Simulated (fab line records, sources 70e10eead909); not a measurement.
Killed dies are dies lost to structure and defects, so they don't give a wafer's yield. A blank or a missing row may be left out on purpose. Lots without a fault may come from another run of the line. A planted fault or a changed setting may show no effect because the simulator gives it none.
A struck lot beside a sound one | flow nand_harc | 15 steps out of a route of 1302
Sound: wafers L918.1, L918.3, L918.4. Struck: wafer L916.1. The cause comes at the end.
At each step with rows: each side's tool, then ch and its chambers, then its first start. Under that, the readings that differ: sound wafers | struck wafers | difference of the means | sigmas: that difference in standard deviations of wafers without a fault.
alike: readings whose means differ by less than 2 such deviations, and words and numbers that are the same on both sides. not compared: withheld readings, readings that some wafer has no value for, bounds like >300 that may hide the same value, and numbers for which the record gives no deviation and whose values overlap.
The two part at a step that has a row with sigmas, a row that says differs or no value, or rows on one side only. Numbers that don't overlap but have no deviation are shown without sigmas and don't part them. A reading that every wafer of one side lacks parts them only if that side has two wafers or more.

first, 1 step without rows for these wafers: NHARC_A_CONTACT_ETCH_137 (etches the open film in C4F8/O2/Ar, time 311 s, target depth 1912 nm).
NHARC_A_CONTACT_ETCH_138: etches the open film in C4F8/O2/Ar, time 311 s, target depth 1914 nm.
  sound on har_cap_etch-02 ch 0,1, day 27 03:15; struck on har_cap_etch-03 ch 1, day 27 03:43
  not compared: rf_hours_counter_h
NHARC_A_CONTACT_ETCH_139: etches the open film in C4F8/O2/Ar, time 195 s, target depth 840 nm.
  sound on har_cap_etch-02 ch 0,1, day 27 03:32; struck on har_cap_etch-03 ch 1, day 27 04:11
  not compared: rf_hours_counter_h
NHARC_A_CONTACT_ETCH_92: etches the open film in CH3F/O2, target depth 40 nm, time 85.7 s.
  sound on rie_diel-01 ch 1,2,3, day 27 04:02; struck on rie_diel-04 ch 0, day 27 04:56
  reading                     | sound       | struck | difference | sigmas
  drypump_motor_current_A (A) | 6.1 5.5 6.0 | 5.1    | -0.8       | -2
  rf_hours_counter_h (h)      | 19 23 25    | 18     | -4         |
  alike: oes_product_au, rf_vpp_V, showerhead_plenum_p_Torr, throttle_valve_pct
NHARC_A_CONTACT_ETCH_98: etches the open film in C4F6/O2, target depth 20 nm, time 10 s.
  sound on rie_diel-01 ch 0,2,3; struck on rie_diel-04 ch 0
  reading                | sound    | struck | difference | sigmas
  rf_hours_counter_h (h) | 23 19 20 | 18     | -3         |
  alike: drypump_motor_current_A, oes_product_au, rf_vpp_V, showerhead_plenum_p_Torr, throttle_valve_pct
NHARC_A_CONTACT_CD_MEAS_15:
  sound on cd_sem-03, day 27 04:16; struck on cd_sem-02, day 27 05:07
  alike: cd_nm
then, 4 steps without rows for these wafers: NHARC_A_CONTACT_STRIP_107 (strips in N2/H2); NHARC_A_CONTACT_STRIP_108 (strips in CF4/CHF3); NHARC_A_CONTACT_STRIP_109 (strips in O2/COS); NHARC_A_CONTACT_ETCH_110 (etches the open film in CF4/O2, target depth 60 nm, overetch 6 nm, time 33 s).
NHARC_A_CONTACT_STRIP_26: strips in O2.
  sound on rie_diel-01 ch 0,1,3; struck on rie_diel-06 ch 3
  reading                | sound    | struck | difference | sigmas
  rf_hours_counter_h (h) | 19 25 21 | 51     | +29        |
  alike: drypump_motor_current_A, oes_product_au, rf_vpp_V, showerhead_plenum_p_Torr, throttle_valve_pct
then, 1 step without rows for these wafers: NHARC_A_CONTACT_STRIP_27 (strips in post etch residue remover, time 600 s).
NHARC_A_CONTACT_ALD_18: deposits TiN, target thk 3 nm, pulse time 1 s, ald cycles 150.
  sound on ald_metal-03 ch 0,2,3, day 27 05:13; struck on ald_metal-01 ch 0, day 27 06:13
  reading    | sound       | struck | difference | sigmas
  ald_cycles | 150 150 150 | 69     | -81        |
  alike: heater_power_w, precursor_pulse_height_rel
then, 1 step without rows for these wafers: NHARC_A_CONTACT_CVD_19 (deposits W, target thk 300 nm, time 802 s).
NHARC_END_SORT_01:
  the record has rows for the struck wafers here (prober-02 ch 0, day 29 02:35) and none for the sound ones

WHERE THEY PART
First at NHARC_A_CONTACT_ETCH_92; last, within this record, at NHARC_END_SORT_01.

WHY: what the simulator had put in
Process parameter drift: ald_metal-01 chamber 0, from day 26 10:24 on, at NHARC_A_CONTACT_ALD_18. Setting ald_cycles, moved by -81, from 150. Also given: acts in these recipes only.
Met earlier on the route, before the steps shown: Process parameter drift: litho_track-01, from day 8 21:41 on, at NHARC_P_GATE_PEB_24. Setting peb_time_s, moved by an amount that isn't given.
